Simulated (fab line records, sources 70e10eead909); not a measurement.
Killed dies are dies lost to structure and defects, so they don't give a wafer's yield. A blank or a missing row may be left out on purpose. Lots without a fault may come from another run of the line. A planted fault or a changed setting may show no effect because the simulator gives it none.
Which tool did it? | flow nand_harc | 11 lots, 33 wafers sampled, at 5 steps of a route of 1159

WHAT THE GAUGES READ, wafer by wafer
NHARC_A_CHANNEL_HOLE_D1_CD_MEAS_10: target cd 100 nm. Usual: cd_nm 99.9 nm, standard deviation 0.5.
lot  | measured     | on        | cd_nm (nm)        | flag
L986 | day 8 11:17  | cd_sem-03 | 99.8 100.0 99.9   |
L988 | day 8 17:53  | cd_sem-01 | 100.2 99.2 99.8   |
L989 | day 9 01:59  | cd_sem-03 | 100.1 99.1 100.2  |
L992 | day 9 15:43  | cd_sem-02 | 99.3 99.5 99.9    |
L993 | day 10 01:52 | cd_sem-02 | 100.0 100.1 99.7  |
L994 | day 10 12:53 | cd_sem-03 | 100.7 100.2 100.0 |
L996 | day 10 14:47 | cd_sem-02 | 99.6 100.5 99.1   |
L999 | day 11 10:28 | cd_sem-01 | 99.4 99.5 98.7    |
L997 | day 11 20:47 | cd_sem-03 | 101.0 99.6 99.6   |
L101 | day 12 01:41 | cd_sem-01 | 100.8 100.4 100.0 |
L107 | day 13 21:34 | cd_sem-01 | 100.8 101.0 100.3 |

NHARC_END_SORT_01. Usual: killed_at_array 28, standard deviation 11; killed_at_other 0.7, standard deviation 1.1; killed_at_periphery 2.9, standard deviation 2; killed_dies 32, standard deviation 11; killed_open 3.2, standard deviation 1.8; killed_short 2.0, standard deviation 1.4.
lot  | measured     | on        | killed_at_array | killed_at_other | killed_at_periphery | killed_dies | killed_open | killed_short | flag
L997 | day 22 13:45 | prober-02 | 30 24 188       | 2 2 4           | 4 3 4               | 36 29 196   | 3 3 3       | 2 1 1        | OFF

WHICH TOOL RAN EACH LOT (tool, then ch and the chambers of the sampled wafers, then the start)
lot  | NHARC_A_CHANNEL_HOLE_D1_ETCH_39    | NHARC_A_CHANNEL_HOLE_D1_ETCH_21  | NHARC_A_CHANNEL_HOLE_D1_ETCH_23
L986 | rie_diel-13 ch 0,1, day 8 11:39    | har_etch-01 ch 0,1, day 8 13:13  | har_etch-01 ch 0,1, day 8 14:19
L988 | rie_diel-02 ch 1,3, day 8 18:15    | har_etch-02 ch 0,1, day 8 19:41  | har_etch-02 ch 0,1, day 8 20:42
L989 | rie_diel-13 ch 0,1,2, day 9 02:26  | har_etch-01 ch 0, day 9 04:03    | har_etch-01 ch 0, day 9 05:06
L992 | rie_diel-11 ch 1,2, day 9 16:04    | har_etch-01 ch 0,1, day 9 17:34  | har_etch-01 ch 0,1, day 9 18:37
L993 | rie_diel-13 ch 0,2, day 10 02:15   | har_etch-01 ch 0,1, day 10 03:40 | har_etch-01 ch 0,1, day 10 04:40
L994 | rie_diel-02 ch 0,3, day 10 13:16   | har_etch-01 ch 0,1, day 10 14:43 | har_etch-01 ch 0,1, day 10 15:44
L996 | rie_diel-02 ch 1,2,3, day 10 15:09 | har_etch-02 ch 0,1, day 10 16:40 | har_etch-02 ch 0,1, day 10 17:43
L999 | rie_diel-13 ch 0,3, day 11 10:51   | har_etch-02 ch 0, day 11 14:29   | har_etch-02 ch 0, day 11 15:30
L997 | rie_diel-02 ch 0,1,2, day 11 21:09 | har_etch-02 ch 0,1, day 11 22:35 | har_etch-02 ch 0,1, day 11 23:35
L101 | rie_diel-13 ch 0,3, day 12 02:05   | har_etch-01 ch 0,1, day 12 03:42 | har_etch-01 ch 0,1, day 12 04:50
L107 | rie_diel-11 ch 1,2, day 13 21:56   | har_etch-02 ch 0,1, day 14 04:38 | har_etch-02 ch 0,1, day 14 05:41
- NHARC_A_CHANNEL_HOLE_D1_ETCH_39: etches the open film in N2/H2, target depth 260 nm, time 325 s.
- NHARC_A_CHANNEL_HOLE_D1_ETCH_21: etches the open film in C4F8/O2/Ar, time 514.3 s, target depth 1600 nm.
- NHARC_A_CHANNEL_HOLE_D1_ETCH_23: etches the open film in C4F8/O2/Ar, time 819 s, target depth 1600 nm.

WHAT THE TOOLS THEMSELVES READ (means of the sampled wafers that have a number; where no wafer has one, the mark that the record gives instead)
NHARC_A_CHANNEL_HOLE_D1_ETCH_39. Usual: drypump_motor_current_A 5.6 A, standard deviation 0.38; mfc_ar_sccm 0.010 sccm, standard deviation 0.011; oes_product_au 0.999 a.u., standard deviation 0.0081; rf_vpp_V 431 V, standard deviation 3; showerhead_plenum_p_Torr 2.07 Torr, standard deviation 0.1; throttle_valve_pct 14.171 %, standard deviation 0.01.
lot  | tool        | drypump_motor_current_A (A) | mfc_ar_sccm (sccm) | oes_product_au (a.u.) | rf_vpp_V (V) | showerhead_plenum_p_Torr (Torr) | throttle_valve_pct (%) | flag
L986 | rie_diel-13 | 5.5                         | 0.011              | 0.997                 | 433          | 2.15                            | 14.171                 |
L988 | rie_diel-02 | 6.0                         | 0.018              | 1.003                 | 431          | 2.07                            | 14.167                 |
L989 | rie_diel-13 | 5.4                         | 0.011              | 0.999                 | 430          | 2.07                            | 14.166                 |
L992 | rie_diel-11 | 5.2                         | 0.007              | 1.000                 | 434          | 2.15                            | 14.166                 |
L993 | rie_diel-13 | 5.2                         | 0.000              | 0.993                 | 430          | 2.03                            | 14.168                 |
L994 | rie_diel-02 | 5.7                         | 0.007              | 1.000                 | 433          | 2.11                            | 14.180                 |
L996 | rie_diel-02 | 5.9                         | 0.013              | 0.999                 | 431          | 2.08                            | 14.163                 |
L999 | rie_diel-13 | 5.5                         | 0.000              | 0.990                 | 432          | 2.10                            | 14.169                 |
L997 | rie_diel-02 | 5.8                         | 0.006              | 0.940                 | 431          | 2.05                            | 14.173                 | OFF
L101 | rie_diel-13 | 5.3                         | 0.000              | 0.985                 | 434          | 2.14                            | 14.171                 |
L107 | rie_diel-11 | 5.1                         | 0.007              | 0.991                 | 433          | 2.15                            | 14.169                 |

NHARC_A_CHANNEL_HOLE_D1_ETCH_21. Usual: c4f8_flow_sccm 89.30 sccm, standard deviation 0.26; drypump_motor_current_A 5.8 A, standard deviation 0.51; mfc_ar_sccm 375.0 sccm, standard deviation 1.2; o2_flow_sccm 35.69 sccm, standard deviation 0.12; showerhead_plenum_p_Torr 3.73 Torr, standard deviation 0.063; temp_c -19.99 C, standard deviation 0.11; throttle_valve_pct 32.156 %, standard deviation 0.0091.
lot  | tool        | c4f8_flow_sccm (sccm) | drypump_motor_current_A (A) | mfc_ar_sccm (sccm) | o2_flow_sccm (sccm) | showerhead_plenum_p_Torr (Torr) | temp_c (C) | throttle_valve_pct (%) | flag
L986 | har_etch-01 | 89.36                 | 5.5                         | 374.7              | 35.59               | 3.81                            | -20.06     | 32.154                 |
L988 | har_etch-02 | 89.20                 | 6.3                         | 375.3              | 35.60               | 3.68                            | -19.98     | 32.160                 |
L989 | har_etch-01 | 89.36                 | 5.7                         | 375.1              | 35.66               | 3.82                            | -20.06     | 32.153                 |
L992 | har_etch-01 | 89.34                 | 5.4                         | 374.3              | 35.70               | 3.77                            | -20.02     | 32.153                 |
L993 | har_etch-01 | 89.31                 | 5.3                         | 374.7              | 35.65               | 3.77                            | -19.95     | 32.156                 |
L994 | har_etch-01 | 89.17                 | 5.3                         | 374.1              | 35.76               | 3.77                            | -19.94     | 32.158                 |
L996 | har_etch-02 | 89.10                 | 6.0                         | 374.8              | 35.86               | 3.69                            | -19.93     | 32.160                 |
L999 | har_etch-02 | 89.37                 | 5.7                         | 375.4              | 35.65               | 3.72                            | -19.96     | 32.157                 |
L997 | har_etch-02 | 89.30                 | 6.3                         | 373.0              | 35.79               | 3.66                            | -20.07     | 32.146                 |
L101 | har_etch-01 | 89.21                 | 5.4                         | 375.3              | 35.78               | 3.76                            | -20.10     | 32.148                 |
L107 | har_etch-02 | 89.60                 | 6.0                         | 375.0              | 35.61               | 3.67                            | -19.83     | 32.156                 |

NHARC_A_CHANNEL_HOLE_D1_ETCH_23. Usual: c4f8_flow_sccm 89.29 sccm, standard deviation 0.26; drypump_motor_current_A 5.8 A, standard deviation 0.51; mfc_ar_sccm 375.0 sccm, standard deviation 1.1; o2_flow_sccm 35.68 sccm, standard deviation 0.1; showerhead_plenum_p_Torr 3.73 Torr, standard deviation 0.063; temp_c -19.99 C, standard deviation 0.1; throttle_valve_pct 32.155 %, standard deviation 0.0091.
lot  | tool        | c4f8_flow_sccm (sccm) | drypump_motor_current_A (A) | mfc_ar_sccm (sccm) | o2_flow_sccm (sccm) | showerhead_plenum_p_Torr (Torr) | temp_c (C) | throttle_valve_pct (%) | flag
L986 | har_etch-01 | 89.40                 | 5.6                         | 374.0              | 35.69               | 3.81                            | -19.86     | 32.152                 |
L988 | har_etch-02 | 89.23                 | 6.3                         | 374.0              | 35.75               | 3.68                            | -20.01     | 32.162                 |
L989 | har_etch-01 | 89.54                 | 5.7                         | 375.4              | 35.65               | 3.82                            | -19.97     | 32.154                 |
L992 | har_etch-01 | 89.59                 | 5.3                         | 374.9              | 35.68               | 3.77                            | -19.99     | 32.158                 |
L993 | har_etch-01 | 89.58                 | 5.3                         | 374.7              | 35.69               | 3.77                            | -20.00     | 32.162                 |
L994 | har_etch-01 | 89.55                 | 5.4                         | 375.2              | 35.64               | 3.77                            | -20.05     | 32.151                 |
L996 | har_etch-02 | 89.36                 | 6.0                         | 374.9              | 35.78               | 3.69                            | -19.97     | 32.153                 |
L999 | har_etch-02 | 89.16                 | 5.7                         | 376.3              | 35.68               | 3.71                            | -19.97     | 32.152                 |
L997 | har_etch-02 | 89.14                 | 6.3                         | 376.4              | 35.77               | 3.66                            | -19.91     | 32.163                 |
L101 | har_etch-01 | 89.17                 | 5.3                         | 376.2              | 35.64               | 3.76                            | -20.08     | 32.150                 |
L107 | har_etch-02 | 89.15                 | 6.0                         | 375.1              | 35.73               | 3.67                            | -20.03     | 32.156                 |

THE ANSWER, worked out from the rows above alone
Rule: a lot is off if the mean of its wafers that have a number lies more than 3 standard deviations from the usual mean. A lot without any number at a reading at which 4 lots or more have one is off too. The other lots that the step has rows for count as sound. The gauges are gone through in route order, then the tools' own readings, and for those a lot's mean is taken as printed above. The first step at which some lot is off is used, and at that step the reading that is off furthest; a lot without a number counts as furthest.
Off: L997, at NHARC_END_SORT_01 (killed_dies). Neither off nor sound, because the step has no rows for them: L986, L988, L989, L992, L993, L994, L996, L999, L101, L107.
A tool fits if, at a process step before that reading, it ran every lot that is off, and no sound lot after the first of them. The gauges at NHARC_END_SORT_01 aren't tried: what is off there is off at NHARC_A_CHANNEL_HOLE_D1_ETCH_39 too, on other tools, and a gauge's error can't cause that. Can't be told from this: 2 tools fit, rie_diel-02 at NHARC_A_CHANNEL_HOLE_D1_ETCH_39, har_etch-02 at NHARC_A_CHANNEL_HOLE_D1_ETCH_21 and NHARC_A_CHANNEL_HOLE_D1_ETCH_23.

WHAT THE SIMULATOR HAD PUT IN
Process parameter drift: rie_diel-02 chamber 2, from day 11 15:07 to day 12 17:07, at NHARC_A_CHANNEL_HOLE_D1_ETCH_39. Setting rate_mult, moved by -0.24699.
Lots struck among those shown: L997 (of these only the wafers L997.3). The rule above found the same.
